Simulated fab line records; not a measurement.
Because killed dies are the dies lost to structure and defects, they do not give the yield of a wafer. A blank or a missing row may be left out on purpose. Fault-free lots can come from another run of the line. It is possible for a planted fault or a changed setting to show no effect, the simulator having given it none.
Matching of chambers | flow n5 finfet | rie diel-02 running N5_BEOL_M7_ETCH_72: 4 sister chambers
The step etches underlayer in N2/H2, target depth 6.5 nm, time 5.2 s. 22 wafers are shown with their chamber, then 11 later ones without.

== EACH WAFER AND ITS CHAMBER ==
wafer  | chamber | showerhead plenum p Torr (Torr) | throttle valve pct (%) | drypump motor current A (A)
L078.1 | 2       | 2.43                            | 17.86                  | 5.3
L078.3 | 1       | 2.70                            | 17.83                  | 6.6
L078.4 | 3       | 2.58                            | 18.21                  | 5.3
L080.1 | 0       | 2.61                            | 17.41                  | 6.2
L080.4 | 2       | 2.43                            | 17.86                  | 5.3
L080.6 | 1       | 2.70                            | 17.85                  | 6.5
L081.1 | 1       | 2.70                            | 17.87                  | 6.6
L081.3 | 0       | 2.61                            | 17.40                  | 6.2
L081.4 | 3       | 2.57                            | 18.23                  | 5.3
L082.3 | 1       | 2.70                            | 17.87                  | 6.5
L082.4 | 0       | 2.61                            | 17.39                  | 6.1
L082.6 | 3       | 2.57                            | 18.24                  | 5.2
L083.2 | 1       | 2.69                            | 17.86                  | 6.5
L083.4 | 2       | 2.43                            | 17.89                  | 5.3
L083.6 | 0       | 2.61                            | 17.40                  | 6.1
L090.3 | 1       | 2.69                            | 17.90                  | 6.6
L090.4 | 3       | 2.57                            | 18.26                  | 5.2
L090.5 | 0       | 2.60                            | 17.40                  | 6.1
L088.1 | 3       | 2.57                            | 18.26                  | 5.2
L088.3 | 1       | 2.69                            | 17.90                  | 6.6
L088.6 | 1       | 2.69                            | 17.89                  | 6.6
L092.1 | 1       | 2.69                            | 17.88                  | 6.6

SIGNATURES (averages over the wafers above)
reading                  | chamber 0 | chamber 1 | chamber 2 | chamber 3 | scatter within a chamber
showerhead plenum p Torr | 2.6080    | 2.6944    | 2.4300    | 2.5720    | 0.00461
throttle valve pct       | 17.4000   | 17.8722   | 17.8700   | 18.2400   | 0.0197
drypump motor current A  | 6.140     | 6.567     | 5.300     | 5.240     | 0.0494
Rule: distance of a wafer from a chamber = root of the sum over the readings of ((wafer's reading minus chamber's mean) / reading's scatter) squared. The wafer belongs to the nearest chamber; if the next one is less than 2 further off, it can't be placed. The scatter: take each reading less its chamber's mean, square it, sum over the shown wafers, divide by the number of wafers less the number of chambers, and take the root.

== WAFERS MISSING THEIR CHAMBER ==
wafer  | showerhead plenum p Torr (Torr) | throttle valve pct (%) | drypump motor current A (A)
L092.2 | 2.60                            | 17.45                  | 6.2
L092.6 | 2.42                            | 17.93                  | 5.3
L091.1 | 2.56                            | 18.25                  | 5.2
L091.2 | 2.60                            | 17.44                  | 6.2
L091.6 | 2.57                            | 18.28                  | 5.3
L093.1 | 2.60                            | 17.44                  | 6.1
L093.4 | 2.42                            | 17.91                  | 5.3
L093.6 | 2.42                            | 17.93                  | 5.3
L096.2 | 2.60                            | 17.45                  | 6.1
L096.4 | 2.56                            | 18.27                  | 5.2
L096.5 | 2.60                            | 17.44                  | 6.2

== EACH ONE'S CHAMBER ==
wafer  | from the rows above | in truth
L092.2 | 0                   | 0
L092.6 | 2                   | 2
L091.1 | 3                   | 3
L091.2 | 0                   | 0
L091.6 | 3                   | 3
L093.1 | 0                   | 0
L093.4 | 2                   | 2
L093.6 | 2                   | 2
L096.2 | 0                   | 0
L096.4 | 3                   | 3
L096.5 | 0                   | 0
Correct placement for 11 of the 11. Not placeable from these rows: 0. 0 placed wrongly.
